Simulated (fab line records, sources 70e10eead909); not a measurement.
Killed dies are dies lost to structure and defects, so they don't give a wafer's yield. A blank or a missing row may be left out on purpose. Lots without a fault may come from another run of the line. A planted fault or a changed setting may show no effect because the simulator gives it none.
fab line records | flow nand_harc
record lots=7 wafers=19 last_day=33
route steps=1302 shown A_ONON_D1@432
lots that met no fault: from a run of the same line without faults
start_h: hours from the record's first day to the start of the lot's first wafer shown | wait_h: hours since the lot's step before | " the same as in the row above | L1.1+2: a row that stands for several wafers | - no value, or no start given | * or withheld: withheld | < > ~ a bound
route shown NAME@n: a module of which the file shows steps, and the number in the route of the first | usual: mean/standard deviation of fault-free wafers | same: alike in all rows | chamber/n: place in a boat | sites: the reading at each site | _std_site: their standard deviation | _edge_site: outer sites' mean less inner sites' | radius_mm: how far each site lies from the wafer's centre | mask NAME#n: copy n | behind: the tool/chamber that last shaped the wafer | hold: why the lot was held/for how many hours/how that ended | device: the transistor (n, p or np) that didn't switch | end of line: the same wafers' tests at the end of the route | a step without rows: its recipe alone | killed: dies lost to structure and defects at the first sort, not the wafer's yield | map: a wafer's dies, x killed, . not, _ none there
set.NAME: the setting as run; set.NAME@STEP: as run at that earlier step | model.NAME: the simulator's own value behind a step, which no gauge read
lots at some steps of the route; a table a step, a row a wafer
services: from which hour (start_h, from the record's first day; less than 0 if before it) a tool's chamber was out of use, for how many hours, and why
## steps
# step NHARC_A_ONON_D1_DEP_12
# recipe target_thk_a=10000 n2_flow_sccm=2750 n2o_flow_sccm=2000 nh3_flow_sccm=500 sih4_flow_sccm=210 temp_c=400
# step NHARC_A_ONON_D1_THK_MEAS_14
# recipe thk_meas_gauge=ellipsometry
# usual thk_nm=1003/11
# columns lot.wafer tool chamber start_h wait_h thk_nm
L962.2 film_metro-02 - 205.97 - 1003
L962.3 " - " " 1003
L962.6 " - " " 1001
L966.2 film_metro-02 - 245.41 - 980
L966.4 " - " " 982
L966.5 " - " " 981
L967.2 film_metro-01 - 257.34 - 1005
L967.5 " - " " 1006
L967.6 " - " " 1005
L968.2 film_metro-02 - 265.03 - 1009
L968.6 " - " " 1007
L971.1 film_metro-02 - 290.74 - 1006
L971.6 " - " " 1006
L977.1 film_metro-01 - 346.16 - 988
L977.2 " - " " 988
L977.3 " - " " 988
L980.2 film_metro-02 - 390.76 - 1014
L980.4 " - " " 1016
L980.6 " - " " 1016
# step NHARC_A_ONON_D1_ANNEAL_15
# recipe temp_c=750 time_s=3600
# step NHARC_A_ONON_D1_DEP_16
# recipe target_thk_a=10000 n2_flow_sccm=2750 n2o_flow_sccm=2000 nh3_flow_sccm=500 sih4_flow_sccm=210 temp_c=400
# step NHARC_A_ONON_D1_THK_MEAS_18
# recipe thk_meas_gauge=ellipsometry
# usual thk_nm=1000/11
# columns lot.wafer tool chamber start_h wait_h thk_nm
L962.2 film_metro-02 - 214.63 - 1009
L962.3 " - " " 1008
L962.6 " - " " 1008
L966.2 film_metro-01 - 253.52 - 992
L966.4 " - " " 991
L966.5 " - " " 992
L967.2 film_metro-01 - 266.99 - 985
L967.5 " - " " 985
L967.6 " - " " 985
L968.2 film_metro-01 - 272.81 - 1001
L968.6 " - " " 1004
L971.1 film_metro-02 - 298.59 - 994
L971.6 " - " " 995
L977.1 film_metro-01 - 353.98 - 975
L977.2 " - " " 977
L977.3 " - " " 980
L980.2 film_metro-02 - 398.57 - 1006
L980.4 " - " " 1006
L980.6 " - " " 1004
# step NHARC_A_ONON_D1_DEP_19
# recipe target_thk_a=10000 n2_flow_sccm=2750 n2o_flow_sccm=2000 nh3_flow_sccm=500 sih4_flow_sccm=210 temp_c=400
# step NHARC_A_ONON_D1_THK_MEAS_21
# recipe thk_meas_gauge=ellipsometry
# usual thk_nm=1003/9.4
# columns lot.wafer tool chamber start_h wait_h thk_nm
L962.2 film_metro-02 - 215.20 - 990
L962.3 " - " " 990
L962.6 " - " " 993
L966.2 film_metro-01 - 254.09 - 1004
L966.4 " - " " 1004
L966.5 " - " " 1004
L967.2 film_metro-01 - 267.56 - 995
L967.5 " - " " 995
L967.6 " - " " 996
L968.2 film_metro-01 - 273.37 - 1026
L968.6 " - " " 1027
L971.1 film_metro-02 - 299.16 - 1005
L971.6 " - " " 1004
L977.1 film_metro-02 - 354.54 - 1010
L977.2 " - " " 1007
L977.3 " - " " 1011
L980.2 film_metro-02 - 399.13 - 980
L980.4 " - " " 981
L980.6 " - " " 981
# step NHARC_A_ONON_D1_DEP_22
# recipe target_thk_a=10000 n2_flow_sccm=2750 n2o_flow_sccm=2000 nh3_flow_sccm=500 sih4_flow_sccm=210 temp_c=400
# step NHARC_A_ONON_D1_THK_MEAS_24
# recipe thk_meas_gauge=ellipsometry
# usual thk_nm=998/9.2
# columns lot.wafer tool chamber start_h wait_h thk_nm
L962.2 film_metro-02 - 215.77 - 1005
L962.3 " - " " 1006
L962.6 " - " " 1007
L966.2 film_metro-02 - 254.66 - 989
L966.4 " - " " 989
L966.5 " - " " 990
L967.2 film_metro-01 - 268.13 - 987
L967.5 " - " " 988
L967.6 " - " " 988
L968.2 film_metro-01 - 273.95 - 986
L968.6 " - " " 986
L971.1 film_metro-02 - 299.73 - 986
L971.6 " - " " 985
L977.1 film_metro-02 - 355.10 - 1012
L977.2 " - " " 1011
L977.3 " - " " 1012
L980.2 film_metro-01 - 399.69 - 996
L980.4 " - " " 997
L980.6 " - " " 995
# step NHARC_A_ONON_D1_DEP_25
# recipe target_thk_a=10000 n2_flow_sccm=2750 n2o_flow_sccm=2000 nh3_flow_sccm=500 sih4_flow_sccm=210 temp_c=400
# step NHARC_A_ONON_D1_THK_MEAS_27
# recipe thk_meas_gauge=ellipsometry
# usual thk_nm=997/8.4
# columns lot.wafer tool chamber start_h wait_h thk_nm
L962.2 film_metro-01 - 216.33 - 1006
L962.3 " - " " 1006
L962.6 " - " " 1007
L966.2 film_metro-01 - 255.23 - 996
L966.4 " - " " 996
L966.5 " - " " 997
L967.2 film_metro-01 - 268.69 - 991
L967.5 " - " " 991
L967.6 " - " " 989
L968.2 film_metro-02 - 274.52 - 994
L968.6 " - " " 995
L971.1 film_metro-01 - 300.29 - 1002
L971.6 " - " " 1002
L977.1 film_metro-02 - 355.66 - 991
L977.2 " - " " 994
L977.3 " - " " 991
L980.2 film_metro-02 - 400.26 - 994
L980.4 " - " " 995
L980.6 " - " " 994
# step NHARC_A_ONON_D1_DEP_28
# recipe target_thk_a=10000 n2_flow_sccm=2750 n2o_flow_sccm=2000 nh3_flow_sccm=500 sih4_flow_sccm=210 temp_c=400
# usual nh3_flow_sccm=500.0/1.5
# columns lot.wafer tool chamber start_h wait_h nh3_flow_sccm
L962.2 pecvd_onon-01 0 216.44 0.1 497.4
L962.3 " 0 " " 498.6
L962.6 " 0 " " 502.0
L966.2 pecvd_onon-04 0 255.34 0.1 497.7
L966.4 " 0 " " 497.1
L966.5 " 0 " " 500.3
L967.2 pecvd_onon-04 0 268.81 0.1 499.3
L967.5 " 0 " " 497.4
L967.6 " 0 " " 496.4
L968.2 pecvd_onon-04 0 274.63 0.1 499.6
L968.6 " 0 " " 501.7
L971.1 pecvd_onon-04 0 300.35 0.1 500.3
L971.6 " 0 " " 499.4
L977.1 pecvd_onon-04 0 355.72 0.1 503.0
L977.2 " 0 " " 500.1
L977.3 " 0 " " 502.0
L980.2 pecvd_onon-04 0 400.37 0.1 498.6
L980.4 " 0 " " 500.4
L980.6 " 0 " " 498.7
# step NHARC_A_ONON_D1_THK_MEAS_30
# recipe thk_meas_gauge=ellipsometry
# usual thk_nm=997/12
# columns lot.wafer tool chamber start_h wait_h thk_nm
L962.2 film_metro-01 - 216.90 - 970
L962.3 " - " " 972
L962.6 " - " " 971
L966.2 film_metro-02 - 255.80 - 994
L966.4 " - " " 992
L966.5 " - " " 996
L967.2 film_metro-01 - 269.26 - 1113
L967.5 " - " " 984
L967.6 " - " " 1113
L968.2 film_metro-02 - 275.09 - 1149
L968.6 " - " " 1150
L971.1 film_metro-02 - 300.86 - 981
L971.6 " - " " 1108
L977.1 film_metro-01 - 356.23 - 1002
L977.2 " - " " 1004
L977.3 " - " " 1003
L980.2 film_metro-01 - 400.83 - 1003
L980.4 " - " " 1005
L980.6 " - " " 1004
# step NHARC_A_ONON_D1_DEP_33
# recipe target_thk_a=2000 temp_c=400 pressure_torr=6.5 rf_w=900 teos_flow_sccm=161.4 flow_sccm=2650 target_thk_nm=200 gas=O2 material=SiO2
# usual heater_power_outer_w=333/77 heater_power_w=611/98 mfc_precursor_sccm=161.4/0.49 throttle_valve_pct=16.0/0.69
# columns lot.wafer tool chamber start_h wait_h heater_power_outer_w heater_power_w mfc_precursor_sccm throttle_valve_pct
L962.2 pecvd-01 2 217.00 0.1 330 650 162.0 16.3
L962.3 " 0 " " 369 701 161.5 15.4
L962.6 " 0 " " 389 704 161.4 15.6
L966.2 pecvd-03 2 255.90 0.1 347 618 161.2 15.5
L966.5 " 1 " " 451 738 161.3 15.8
L966.4 " 0 " " 199 433 160.9 15.5
L967.2 pecvd-01 1 269.32 0.1 395 668 161.0 16.0
L967.5 " 1 " " 393 687 161.1 16.0
L967.6 " 0 " " 369 679 162.2 15.7
L968.2 pecvd-01 1 275.24 0.1 347 618 161.4 16.0
L968.6 " 2 " " 309 610 160.9 16.2
L971.1 pecvd-01 1 301.01 0.1 390 682 161.6 16.1
L971.6 " 2 " " 295 603 161.4 16.4
L977.1 pecvd-04 2 356.29 0.1 273 609 161.3 16.6
L977.3 " 0 " " 376 612 161.1 17.6
L977.2 " 1 " " 263 500 160.7 14.6
L980.2 pecvd-01 2 400.97 0.1 235 541 161.2 16.2
L980.4 " 0 " " 295 579 161.7 15.4
L980.6 " 1 " " 354 632 161.0 16.0
## services
# columns tool chamber start_h hours kind
pecvd-03 0 198.16 - clean
pecvd-03 1 198.16 - clean
pecvd-03 2 198.16 - clean
pecvd-01 - 228.94 0.6 repair
pecvd-01 0 232.96 16.8 repair
pecvd-04 - 269.00 13.0 pm
pecvd-04 0 269.00 13.0 vent_cycle
pecvd-04 1 269.00 13.0 vent_cycle
pecvd-04 2 269.00 13.0 vent_cycle
pecvd_onon-01 - 269.23 13.0 pm
pecvd-04 0 282.00 - clean
pecvd-04 1 282.00 - clean
pecvd-04 2 282.00 - clean
pecvd-03 - 290.41 0.9 repair
pecvd_onon-04 - 311.18 13.0 pm
pecvd-01 - 311.30 13.0 pm
pecvd-01 0 311.30 13.0 vent_cycle
pecvd-01 1 311.30 13.0 vent_cycle
pecvd-01 2 311.30 13.0 vent_cycle
pecvd-04 0 320.02 22.8 repair
pecvd-01 0 324.30 - clean
pecvd-01 1 324.30 - clean
pecvd-01 2 324.30 - clean
pecvd-03 - 366.16 13.0 pm
## key
first_sign step=NHARC_A_ONON_D1_THK_MEAS_30 reading=thk_nm direction=up sigmas=11 usual=997 struck=1127
effect none on later readings
met_at NHARC_A_ONON_D1_DEP_28
struck_wafers L967.2,L967.6,L968.2,L968.6,L971.6
later_rows_left_out L967.2,L967.6,L968.2,L968.6,L971.6
sort_left_out L967.2,L967.6,L968.2,L968.6,L971.6
tester_left_out L967,L968,L971
onset_between 255.34 268.81
fault kind=process_parameter_drift tool=pecvd_onon-04 chamber=- onset_h=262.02 steps=NHARC_A_ONON_D1_DEP_28 channel=target_thk_a offset=* shape=step end_h=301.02 scope=struck_wafers_only acts_in=* stated=*
# tester_left_out: of these lots the tester's yield and bins aren't shown, on N5 and GAA mostly nor the transistor test; their killed dies are dies lost to structure and defects alone, not to doping, threshold or leakage, so they don't give the yield
# sort_left_out: the simulated sort isn't trusted on such a fault, so these wafers' sort isn't shown, and their yield isn't known
# later_rows_left_out: the simulator's readings of these wafers behind a module that went badly wrong aren't trusted and aren't shown, but for the sort
